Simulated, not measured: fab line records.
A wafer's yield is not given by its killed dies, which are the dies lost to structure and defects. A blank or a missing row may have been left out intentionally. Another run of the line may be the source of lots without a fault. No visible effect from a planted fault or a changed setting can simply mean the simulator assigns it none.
Which of the tools did it? | flow n5-finfet | 33 wafers from 11 lots sampled at 5 of the route's 1938 steps

WHAT THE GAUGES READ, wafer by wafer
N5_MOL_CONTACT_COAG_INSPECT_97: inspects for defects (darkfield). Usual: 43 for raw-defect-count, sd 18.
lot  | measured     | on                | raw-defect-count | flag
L731 | day 5 12:06  | defect-inspect-02 | 51 58 93         |
L733 | day 6 08:45  | defect-inspect-01 | 21 33 44         |
L734 | day 6 20:00  | defect-inspect-01 | 52 63 62         |
L735 | day 6 22:58  | defect-inspect-01 | 20 36 58         |
L737 | day 7 02:01  | defect-inspect-01 | 28 47 37         |
L738 | day 7 04:59  | defect-inspect-01 | 37 66 42         |
L745 | day 9 06:46  | defect-inspect-01 | 30 49 56         |
L746 | day 9 09:45  | defect-inspect-02 | 46 61 45         |
L749 | day 9 23:46  | defect-inspect-02 | 38 33 22         |
L754 | day 11 02:53 | defect-inspect-01 | 29 13 25         |
L753 | day 11 05:53 | defect-inspect-01 | 43 80 60         |

N5_BEOL_M4_RC_MEAS_101. Usual: DIBL_N 35.8 mV/V, standard deviation 1.6; DIBL_P 36.0 mV/V, standard deviation 1.9; IOFF_N 0.151 nA/um, standard deviation 0.029; IOFF_P 0.21 nA/um, standard deviation 0.037; ION_N 673 uA/um, standard deviation 12; ION_P 463 uA/um, standard deviation 7.3; SS_N 71.5 mV/dec, standard deviation 0.58; SS_P 73.2 mV/dec, standard deviation 0.61; VT_N 251 mV, standard deviation 3.3; VT_P -250 mV, standard deviation 3.3.
lot  | measured     | on        | DIBL_N (mV/V)  | DIBL_P (mV/V)  | IOFF_N (nA/um)    | IOFF_P (nA/um) | ION_N (uA/um) | ION_P (uA/um) | SS_N (mV/dec)  | SS_P (mV/dec)  | VT_N (mV)   | VT_P (mV)      | flag
L731 | day 7 18:14  | prober-02 | 35.4 36.9 38.8 | 34.9 35.9 37.9 | 0.115 0.139 0.175 | 0.18 0.19 0.23 | 662 667 679   | 461 463 462   | 70.7 71.1 72.4 | 72.2 72.0 73.5 | 256 254 250 | -253 -251 -250 |
L733 | day 8 18:42  | prober-01 | 36.8 35.3 34.1 | 36.7 34.5 33.3 | 0.151 0.128 0.108 | 0.20 0.17 0.15 | 668 657 652   | 456 457 452   | 72.1 71.0 71.1 | 73.5 72.6 72.0 | 253 254 257 | -252 -253 -253 |
L734 | day 9 12:37  | prober-01 | 37.9 35.4 36.3 | 38.3 34.5 35.2 | 0.189 0.134 0.162 | 0.27 0.20 0.22 | 690 679 677   | 472 465 466   | 71.9 71.2 70.9 | 74.3 73.4 73.4 | 247 251 248 | -244 -248 -247 |
L735 | day 9 16:43  | prober-02 | 37.3 38.8 37.0 | 36.7 38.8 36.2 | 0.142 0.179 0.137 | 0.21 0.25 0.20 | 666 688 660   | 465 468 461   | 71.2 72.3 71.1 | 72.9 73.8 72.8 | 252 249 255 | -248 -248 -251 |
L737 | day 9 13:09  | prober-02 | 36.1 37.2 37.6 | 36.8 37.7 38.2 | 0.167 0.183 0.205 | 0.26 0.29 0.31 | 682 678 691   | 469 469 478   | 71.8 71.8 72.7 | 73.0 73.2 73.7 | 248 248 246 | -249 -244 -241 |
L738 | day 10 04:25 | prober-02 | 37.0 38.3 37.5 | 36.4 38.8 38.3 | 0.145 0.186 0.174 | 0.19 0.23 0.21 | 670 682 689   | 464 463 468   | 72.6 72.5 72.1 | 72.2 74.0 73.4 | 251 250 249 | -251 -250 -249 |
L745 | day 11 21:02 | prober-02 | 38.4 37.6 35.3 | 38.4 36.6 34.5 | 0.191 0.158 0.130 | 0.24 0.20 0.18 | 689 674 651   | 473 455 448   | 71.1 71.8 71.3 | 73.7 73.1 73.1 | 247 251 252 | -250 -252 -252 |
L746 | day 12 12:33 | prober-02 | 36.8 38.9 37.2 | 38.4 39.4 39.1 | 0.179 0.191 0.189 | 0.24 0.25 0.25 | 691 688 680   | 479 467 473   | 71.9 72.7 71.8 | 73.8 74.2 73.2 | 248 248 246 | -248 -246 -246 |
L749 | day 12 16:59 | prober-01 | 35.1 32.9 35.9 | 34.6 32.8 35.6 | 0.135 0.105 0.148 | 0.18 0.17 0.20 | 672 659 676   | 460 455 463   | 70.4 70.3 70.7 | 73.1 71.8 73.5 | 252 257 249 | -250 -251 -252 |
L754 | day 14 02:34 | prober-01 | 34.7 35.3 34.8 | 35.1 36.0 35.4 | 0.136 0.142 0.128 | 0.19 0.21 0.20 | 671 664 660   | 457 459 456   | 70.9 71.9 71.4 | 72.2 73.1 72.6 | 252 252 254 | -252 -251 -253 |
L753 | day 14 02:12 | prober-02 | 38.5 35.4 36.8 | 38.6 35.1 37.2 | 0.170 0.135 0.166 | 0.23 0.19 0.22 | 670 671 679   | 464 456 461   | 72.0 71.2 71.5 | 73.9 72.6 73.7 | 251 250 250 | -251 -253 -249 |

WHAT TOOL EACH LOT RAN ON (gives the tool, then ch and the chambers of the sampled wafers, and finally the start)
lot  | N5_MOL_CONTACT_COAG_CVD_140   | N5_BEOL_M0_SAQP_HM_DEP_111      | N5_BEOL_M0_SAQP_EXPOSE_11
L731 | cvd-w-01 ch 0,1, day 5 05:40  | pecvd-04 ch 0,1,2, day 5 14:15  | arfi-scanner-03 ch 0, day 5 14:28
L733 | cvd-w-02 ch 0,1, day 6 05:05  | pecvd-01 ch 0,1,2, day 6 10:04  | arfi-scanner-03 ch 0, day 6 10:23
L734 | cvd-w-02 ch 0,1, day 6 16:23  | pecvd-02 ch 0,1,2, day 6 22:06  | arfi-scanner-01 ch 0, day 6 22:26
L735 | cvd-w-02 ch 0,1, day 6 17:49  | pecvd-04 ch 0,1,2, day 7 01:33  | arfi-scanner-01 ch 0, day 7 01:45
L737 | cvd-w-02 ch 0,1, day 6 21:52  | pecvd-02 ch 0,1,2, day 7 03:01  | arfi-scanner-03 ch 0, day 7 03:20
L738 | cvd-w-02 ch 0,1, day 7 00:49  | pecvd-02 ch 1,2, day 7 07:11    | arfi-scanner-03 ch 0, day 7 07:23
L745 | cvd-w-02 ch 0,1, day 9 03:04  | pecvd-02 ch 0,1,2, day 9 07:51  | arfi-scanner-02 ch 0, day 9 08:10
L746 | cvd-w-01 ch 0, day 9 04:25    | pecvd-04 ch 0,1, day 9 12:57    | arfi-scanner-01 ch 0, day 9 13:18
L749 | cvd-w-01 ch 0,1, day 9 19:03  | pecvd-01 ch 0,1, day 10 01:00   | arfi-scanner-02 ch 0, day 10 01:19
L754 | cvd-w-01 ch 0,1, day 10 23:13 | pecvd-04 ch 0,1,2, day 11 04:34 | arfi-scanner-01 ch 0, day 11 04:53
L753 | cvd-w-01 ch 0, day 11 01:58   | pecvd-04 ch 0,1, day 11 08:12   | arfi-scanner-01 ch 0, day 11 08:23
- N5_MOL_CONTACT_COAG_CVD_140: deposits W, target thk 66.5 nm, time 215 s.
- N5_BEOL_M0_SAQP_HM_DEP_111: deposits SiO2 from SiH4/N2O, target thk 12 nm, time 7.2 s.
- N5_BEOL_M0_SAQP_EXPOSE_11: exposes mask M0 CORE, target cd 42 nm.

AS READ BY THE TOOLS THEMSELVES (means over the sampled wafers that have a number; for cases with no such wafer, the mark the record gives instead)
N5_MOL_CONTACT_COAG_CVD_140. Usual: 470 W for heater-power-w, sd 39.
lot  | tool     | heater-power-w (W) | flag
L731 | cvd-w-01 | 424                |
L733 | cvd-w-02 | 498                |
L734 | cvd-w-02 | 493                |
L735 | cvd-w-02 | 500                |
L737 | cvd-w-02 | 508                |
L738 | cvd-w-02 | 500                |
L745 | cvd-w-02 | 508                |
L746 | cvd-w-01 | 415                |
L749 | cvd-w-01 | 431                |
L754 | cvd-w-01 | 428                |
L753 | cvd-w-01 | 423                |

N5_BEOL_M0_SAQP_HM_DEP_111. Usual: heater-power-w 804 W, standard deviation 97; showerhead-plenum-p-Torr 8.20 Torr, standard deviation 0.11.
lot  | tool     | heater-power-w (W) | showerhead-plenum-p-Torr (Torr) | flag
L731 | pecvd-04 | 791                | 8.13                            |
L733 | pecvd-01 | 854                | 8.33                            |
L734 | pecvd-02 | 757                | 8.15                            |
L735 | pecvd-04 | 760                | 8.13                            |
L737 | pecvd-02 | 811                | 8.16                            |
L738 | pecvd-02 | 803                | 8.17                            |
L745 | pecvd-02 | 776                | 8.16                            |
L746 | pecvd-04 | 753                | 8.13                            |
L749 | pecvd-01 | 876                | 8.32                            |
L754 | pecvd-04 | 823                | 8.12                            |
L753 | pecvd-04 | 728                | 8.14                            |

N5_BEOL_M0_SAQP_EXPOSE_11. Usual: 55.04 for exposure-dose-mJ-cm2, sd 0.15.
lot  | tool            | exposure-dose-mJ-cm2 | flag
L731 | arfi-scanner-03 | 54.85                |
L733 | arfi-scanner-03 | 54.91                |
L734 | arfi-scanner-01 | 54.99                |
L735 | arfi-scanner-01 | 54.94                |
L737 | arfi-scanner-03 | 55.00                |
L738 | arfi-scanner-03 | 54.20                | OFF
L745 | arfi-scanner-02 | 55.27                |
L746 | arfi-scanner-01 | 55.07                |
L749 | arfi-scanner-02 | 55.31                |
L754 | arfi-scanner-01 | 54.89                |
L753 | arfi-scanner-01 | 55.04                |

THE ANSWER, worked out from the rows above alone
Rule: lot off if the mean of its wafers having a number is beyond 3 standard deviations from the usual mean. Also off: a lot with no number at a reading for which 4 or more lots have one. All remaining lots with rows at the step are treated as sound. After the gauges, taken in route order, come the tools' own readings; for these a lot's mean is taken, as printed above. The first step at which some lot is off is used, and at that step the reading that is off furthest; a lot without a number counts as furthest.
Off: L738, at N5_BEOL_M0_SAQP_EXPOSE_11 (exposure-dose-mJ-cm2).
If a tool, at that step or one of the process steps before it, ran each lot that is off and ran no sound lot following the first of them, it fits. One fits: N5_BEOL_M0_SAQP_EXPOSE_11 on arfi-scanner-03. Its last sound lot is L737 (day 7 03:20), its first lot that is off L738 (day 7 07:23): a fault that began between those two fits.
On the lots that are off, the tool's own readings at N5_BEOL_M0_SAQP_EXPOSE_11 differ by more than 5 times the standard deviation of the sound lots' means, which bears it out; exposure-dose-mJ-cm2 reads 54.20 there versus 55.03 on the sound lots.

WHAT THE SIMULATOR HAD PUT IN
Drift in process parameters on arfi-scanner-03 at N5_BEOL_M0_SAQP_EXPOSE_11, starting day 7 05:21. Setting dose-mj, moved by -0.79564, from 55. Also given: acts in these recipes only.
Struck lots among those shown: L738. The rule above found the same.
